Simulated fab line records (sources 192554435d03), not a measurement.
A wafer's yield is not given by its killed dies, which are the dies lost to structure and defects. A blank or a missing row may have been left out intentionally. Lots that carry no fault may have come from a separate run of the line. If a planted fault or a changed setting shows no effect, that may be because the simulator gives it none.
Split-lot study :: flow n5-finfet :: 21 wafers read from 7 lots, route of 1938 steps

## ON THE SPLIT
At N5_MOL_CONTACT_COAG_ETCH_105 (etches SiARC in CF4, target depth 15.6 nm, time 26 s), the setting bias-w was moved away from the recipe's 36 W on 7 of the 21 wafers read, by -14.0% to +14.0%. For the rest of the wafers, this setting stayed at what the recipe calls for.

Reading taken at the split's own step.

## THE READING
rf-vpp-V, in V, at N5_MOL_CONTACT_COAG_ETCH_105 (etches SiARC in CF4, target depth 15.6 nm, time 26 s). A value of 184.1 V with a standard deviation of 1.3 V is what fault-free wafers of this fab line usually give.

wafer: L078.1
tool, chamber at the split: rie-diel-05, 2
bias-w as run, W: 41.03
against the recipe: +14.0%
rf-vpp-V, V: 200.4
against lot-mates on the recipe: +17.1

wafer: L078.4
tool, chamber at the split: rie-diel-05, 1
bias-w as run, W: 36
against the recipe: recipe
rf-vpp-V, V: 184.1
against lot-mates on the recipe: -

wafer: L078.5
tool, chamber at the split: rie-diel-05, 3
bias-w as run, W: 36
against the recipe: recipe
rf-vpp-V, V: 182.6
against lot-mates on the recipe: -

wafer: L081.4
tool, chamber at the split: rie-diel-04, 1
bias-w as run, W: 38.97
against the recipe: +8.3%
rf-vpp-V, V: 193.2
against lot-mates on the recipe: +8.8

wafer: L081.5
tool, chamber at the split: rie-diel-04, 0
bias-w as run, W: 38.97
against the recipe: +8.3%
rf-vpp-V, V: 194.4
against lot-mates on the recipe: +10.0

wafer: L081.6
tool, chamber at the split: rie-diel-04, 1
bias-w as run, W: 36
against the recipe: recipe
rf-vpp-V, V: 184.4
against lot-mates on the recipe: -

wafer: L082.1
tool, chamber at the split: rie-diel-02, 2
bias-w as run, W: 36
against the recipe: recipe
rf-vpp-V, V: 183.7
against lot-mates on the recipe: -

wafer: L082.2
tool, chamber at the split: rie-diel-02, 3
bias-w as run, W: 36
against the recipe: recipe
rf-vpp-V, V: 184.8
against lot-mates on the recipe: -

wafer: L082.6
tool, chamber at the split: rie-diel-02, 0
bias-w as run, W: 36
against the recipe: recipe
rf-vpp-V, V: 182.1
against lot-mates on the recipe: -

wafer: L085.2
tool, chamber at the split: rie-diel-02, 3
bias-w as run, W: 36
against the recipe: recipe
rf-vpp-V, V: 185.7
against lot-mates on the recipe: -

wafer: L085.5
tool, chamber at the split: rie-diel-02, 0
bias-w as run, W: 40.16
against the recipe: +11.6%
rf-vpp-V, V: 196.1
against lot-mates on the recipe: +11.0

wafer: L085.6
tool, chamber at the split: rie-diel-02, 3
bias-w as run, W: 36
against the recipe: recipe
rf-vpp-V, V: 184.6
against lot-mates on the recipe: -

wafer: L090.1
tool, chamber at the split: rie-diel-02, 3
bias-w as run, W: 36
against the recipe: recipe
rf-vpp-V, V: 185.2
against lot-mates on the recipe: -

wafer: L090.3
tool, chamber at the split: rie-diel-02, 0
bias-w as run, W: 36
against the recipe: recipe
rf-vpp-V, V: 183.7
against lot-mates on the recipe: -

wafer: L090.5
tool, chamber at the split: rie-diel-02, 1
bias-w as run, W: 30.95
against the recipe: -14.0%
rf-vpp-V, V: 167.0
against lot-mates on the recipe: -17.4

wafer: L091.3
tool, chamber at the split: rie-diel-02, 2
bias-w as run, W: 36
against the recipe: recipe
rf-vpp-V, V: 184.4
against lot-mates on the recipe: -

wafer: L091.4
tool, chamber at the split: rie-diel-02, 3
bias-w as run, W: 38.17
against the recipe: +6.0%
rf-vpp-V, V: 190.7
against lot-mates on the recipe: +6.0

wafer: L091.6
tool, chamber at the split: rie-diel-02, 1
bias-w as run, W: 36
against the recipe: recipe
rf-vpp-V, V: 185.0
against lot-mates on the recipe: -

wafer: L094.1
tool, chamber at the split: rie-diel-05, 3
bias-w as run, W: 36
against the recipe: recipe
rf-vpp-V, V: 186.2
against lot-mates on the recipe: -

wafer: L094.2
tool, chamber at the split: rie-diel-05, 2
bias-w as run, W: 40.83
against the recipe: +13.4%
rf-vpp-V, V: 200.6
against lot-mates on the recipe: +16.5

wafer: L094.4
tool, chamber at the split: rie-diel-05, 1
bias-w as run, W: 36
against the recipe: recipe
rf-vpp-V, V: 182.1
against lot-mates on the recipe: -

THE FIT
A straight line over all 21 wafers: rf-vpp-V changes by +1.17 V for each +1% of bias-w; r = +0.99; the points scatter about the line by 1.1 V.
The same after taking each lot's own level away (the mean of its wafers on the recipe; 21 wafers): +1.17 V for each +1%; r = +0.99; scatter 1.2 V.
On that fit, the largest move of bias-w shifts the reading by 16 V.
From 183.35 to 185.15 V: that is the span of the lots' own levels, equal to 1.4 times the standard deviation above.
The two slopes agree, so the slope changes little with the lot-to-lot level.
Check: with one of the wafers moved furthest among these (-14.0%) left out of the fit, the line predicts -16.1 V for it against its lot-mates. It came out at -17.4 V against them.
Tool readings at the split's step, against how far the setting was moved: rf-vpp-V r = +0.99.

## THESE WAFERS: OTHER SPLITS
Other splits were also applied to these wafers ahead of the reading. Each is held against what the fit with the lots' levels taken away leaves over:
other split on the same wafers: N5_HKMG_FIN_DEVELOP_48 develop-time-s
wafers away from the commonest value: 4
r with rf-vpp-V (lot level and that fit taken away): -0.17

other split on the same wafers: N5_GATE_CUT_ETCH_58 bias-w
wafers away from the commonest value: 10
r with rf-vpp-V (lot level and that fit taken away): +0.06

## THE FILE'S OWN FIT
rf-vpp-V changes by +1.17 V for each +1% of bias-w, r = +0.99.
